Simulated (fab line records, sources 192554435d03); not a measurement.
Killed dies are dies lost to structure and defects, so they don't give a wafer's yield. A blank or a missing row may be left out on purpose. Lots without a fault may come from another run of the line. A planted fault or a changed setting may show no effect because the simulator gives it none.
Chamber matching | flow n5_finfet | N5_BEOL_M10_ILD_DEP_00 on pecvd-04: 3 sister chambers
The step deposits SiCOH lowk from DEMS/porogen, target thk 308.51 nm, time 58 s. 3 wafers are shown with their chamber, then 10 later ones without.

WAFERS WITH THEIR CHAMBER
wafer  | chamber | throttle_valve_pct (%)
L087.6 | 2       | 13.7
L092.4 | 1       | 14.5
L092.5 | 0       | 15.5

WAFERS WITHOUT THEIR CHAMBER
wafer  | throttle_valve_pct (%)
L092.6 | 13.5
L095.2 | 14.6
L095.3 | 15.6
L095.4 | 14.2
L096.1 | 14.3
L096.3 | 15.3
L096.5 | 15.4
L097.1 | 13.7
L097.2 | 15.2
L097.3 | 14.8

WHICH CHAMBER EACH WENT THROUGH
wafer  | from the rows above     | in truth
L092.6 | 2                       | 2
L095.2 | 1                       | 1
L095.3 | 0                       | 0
L095.4 | can't be placed: 1 or 2 | 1
L096.1 | can't be placed: 1 or 2 | 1
L096.3 | 0                       | 0
L096.5 | 0                       | 0
L097.1 | 2                       | 2
L097.2 | can't be placed: 0 or 1 | 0
L097.3 | can't be placed: 1 or 0 | 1
Placed correctly: 6 of 10. Can't be placed from these rows: 4 (the true chamber is among the candidates in 4). Placed wrongly: 0.
How it was worked out, from the rows above alone: a wafer's distance from a chamber is the root of the sum, over the readings, of the square of ((its reading less the chamber's mean) divided by the reading's scatter). The wafer belongs to the nearest chamber; if the next one is less than 2 further off, it can't be placed. A chamber's mean is the mean of its shown wafers. The scatter: with one shown wafer a chamber, the root of the mean of the squares of how far each hidden wafer lies from its nearest shown one.
